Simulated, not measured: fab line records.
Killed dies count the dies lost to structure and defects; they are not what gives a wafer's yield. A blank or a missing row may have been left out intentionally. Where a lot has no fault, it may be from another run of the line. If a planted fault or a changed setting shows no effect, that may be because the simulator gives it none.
Split-lot trial	flow n5-finfet	on a route of 1938 steps: 7 lots, 39 wafers read

THE SPLIT ITSELF
At N5_HKMG_FIN_ETCH_54 (etches SiARC in CF4, target depth 45.5 nm, time 75.8 s), the setting bias-w was moved away from the recipe's 36 W on 9 of the 39 wafers read, by -17.9% to -14.8%. All remaining wafers had this setting at the recipe value.

The reading is taken at the split's own step.

THE READING
rf-vpp-V, in V, at N5_HKMG_FIN_ETCH_54 (etches SiARC in CF4, target depth 45.5 nm, time 75.8 s). Fault-free wafers of this fab line usually give 183.4 V, standard deviation 1.1 V.

wafer	tool, chamber at the split	bias-w as run, W	against the recipe	rf-vpp-V, V	against lot-mates on the recipe
L076.1	rie-diel-04, 3	36	recipe	183.1	-
L076.2	rie-diel-04, 0	36	recipe	183.4	-
L076.3	rie-diel-04, 1	30.28	-15.9%	164.1	-18.8
L076.4	rie-diel-04, 2	36	recipe	182.2	-
L076.5	rie-diel-04, 3	30.28	-15.9%	164.7	-18.2
L076.6	rie-diel-04, 2	30.28	-15.9%	165.4	-17.5
L077.1	rie-diel-04, 0	36	recipe	182.5	-
L077.2	rie-diel-04, 1	36	recipe	184.0	-
L077.3	rie-diel-04, 2	36	recipe	184.4	-
L077.4	rie-diel-04, 1	36	recipe	183.9	-
L077.5	rie-diel-04, 2	36	recipe	182.9	-
L077.6	rie-diel-04, 0	36	recipe	182.4	-
L078.1	rie-diel-02, 0	36	recipe	183.5	-
L078.2	rie-diel-02, 1	36	recipe	182.4	-
L078.3	rie-diel-02, 2	36	recipe	182.4	-
L078.4	rie-diel-02, 3	36	recipe	183.7	-
L078.5	rie-diel-02, 3	36	recipe	184.7	-
L078.6	rie-diel-02, 0	36	recipe	183.5	-
L080.1	rie-diel-03, 1	36	recipe	182.4	-
L080.2	rie-diel-03, 0	30.68	-14.8%	165.7	-17.4
L080.3	rie-diel-03, 2	30.68	-14.8%	166.7	-16.4
L080.4	rie-diel-03, 2	36	recipe	182.6	-
L080.5	rie-diel-03, 1	30.68	-14.8%	164.0	-19.1
L080.6	rie-diel-03, 0	36	recipe	184.2	-
L085.1	rie-diel-04, 1	36	recipe	182.2	-
L085.3	rie-diel-04, 0	36	recipe	181.7	-
L085.5	rie-diel-04, 1	36	recipe	185.1	-
L088.1	rie-diel-02, 3	36	recipe	184.6	-
L088.2	rie-diel-02, 2	36	recipe	185.2	-
L088.3	rie-diel-02, 0	36	recipe	183.0	-
L088.4	rie-diel-02, 3	36	recipe	183.9	-
L088.5	rie-diel-02, 2	36	recipe	183.0	-
L088.6	rie-diel-02, 0	36	recipe	184.1	-
L090.1	rie-diel-04, 0	36	recipe	183.0	-
L090.2	rie-diel-04, 3	29.57	-17.9%	160.7	-23.4
L090.3	rie-diel-04, 1	29.57	-17.9%	160.9	-23.2
L090.4	rie-diel-04, 2	36	recipe	184.2	-
L090.5	rie-diel-04, 3	29.57	-17.9%	161.6	-22.5
L090.6	rie-diel-04, 2	36	recipe	185.2	-

THE FIT
A straight line over all 39 wafers: rf-vpp-V changes by +1.22 V for each +1% of bias-w; r = +0.99; the points scatter about the line by 0.98 V.
The same after taking each lot's own level away (the mean of its wafers on the recipe; 39 wafers): +1.22 V for each +1%; r = +0.99; scatter 1 V.
On that fit, the largest move of bias-w shifts the reading by 22 V.
The span of the lots' own levels, 182.90 to 184.13 V, comes to 1.1 times the standard deviation stated above.
Hence the lot-to-lot level has little effect on the slope; both slopes agree.
Check: with one of the wafers moved furthest among these (-17.9%) left out of the fit, the line predicts -21.5 V for it against its lot-mates. It came out at -23.4 V against them.
Tool readings at the split's step, against how far the setting was moved: rf-vpp-V r = +0.99.

ADDITIONAL SPLITS CARRIED BY THESE WAFERS
Other splits were also applied to these wafers ahead of the reading. Each is held against what the fit with the lots' levels taken away leaves over:
other split on the same wafers	wafers away from the commonest value	r with rf-vpp-V (lot level and that fit taken away)
N5_PMOS_HMC_CHANNEL_EPI_FIN_RECESS_16 time-s	15	-0.06
N5_FIN_SAQP_ALD_61 ald-cycles	12	+0.15
N5_DUMMY_GATE_ETCH_31 target-depth-a	15	-0.31

FILE'S OWN FIT
rf-vpp-V changes by +1.22 V for each +1% of bias-w, r = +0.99.
